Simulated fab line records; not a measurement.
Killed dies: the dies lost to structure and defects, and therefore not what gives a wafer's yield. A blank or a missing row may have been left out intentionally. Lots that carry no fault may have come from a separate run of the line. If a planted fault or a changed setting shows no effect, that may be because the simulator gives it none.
Matching of chambers + flow nand_harc + rie_diel-01 running NHARC_A_STAIRCASE_ETCHBACK_422: 4 sister chambers
The step etches the open film in CH3F/O2, target depth 40 nm, time 74.286 s. 8 wafers are shown with their chamber, then 8 later ones without.

WAFERS, EACH WITH ITS CHAMBER
| wafer  | chamber | drypump_motor_current_A (A) | showerhead_plenum_p_Torr (Torr) |
|--------|---------|-----------------------------|---------------------------------|
| L802.4 | 0       | 5.3                         | 2.36                            |
| L803.2 | 1       | 5.6                         | 2.48                            |
| L803.3 | 2       | 6.0                         | 2.44                            |
| L803.5 | 2       | 5.9                         | 2.43                            |
| L810.1 | 0       | 5.3                         | 2.35                            |
| L810.3 | 3       | 6.2                         | 2.31                            |
| L810.4 | 1       | 5.6                         | 2.47                            |
| L813.2 | 3       | 6.2                         | 2.31                            |

WAFERS WITH NO CHAMBER GIVEN
| wafer  | drypump_motor_current_A (A) | showerhead_plenum_p_Torr (Torr) |
|--------|-----------------------------|---------------------------------|
| L813.3 | 6.0                         | 2.42                            |
| L813.6 | 5.6                         | 2.46                            |
| L816.2 | 5.6                         | 2.46                            |
| L816.4 | 5.3                         | 2.35                            |
| L816.6 | 5.3                         | 2.35                            |
| L817.1 | 6.2                         | 2.30                            |
| L817.3 | 5.3                         | 2.34                            |
| L817.5 | 5.3                         | 2.34                            |

CHAMBER TAKEN BY EACH
| wafer  | from the rows above | in truth |
|--------|---------------------|----------|
| L813.3 | 2                   | 2        |
| L813.6 | 1                   | 1        |
| L816.2 | 1                   | 1        |
| L816.4 | 0                   | 0        |
| L816.6 | 0                   | 0        |
| L817.1 | 3                   | 3        |
| L817.3 | 0                   | 0        |
| L817.5 | 0                   | 0        |
Correct placement for 8 of the 8. Number that these rows cannot place: 0. Placed wrongly: 0.
How it was worked out, from the rows above alone: a wafer's distance from a chamber is the root of the sum, over the readings, of the square of ((its reading less the chamber's mean) divided by the reading's scatter). If the next closest chamber is less than 2 further off than the closest, the wafer can't be placed; otherwise it belongs to the closest. The mean given for a chamber averages the wafers shown for that chamber. The scatter: take each reading less its chamber's mean, square it, sum over the shown wafers, divide by the number of wafers less the number of chambers, and take the root.
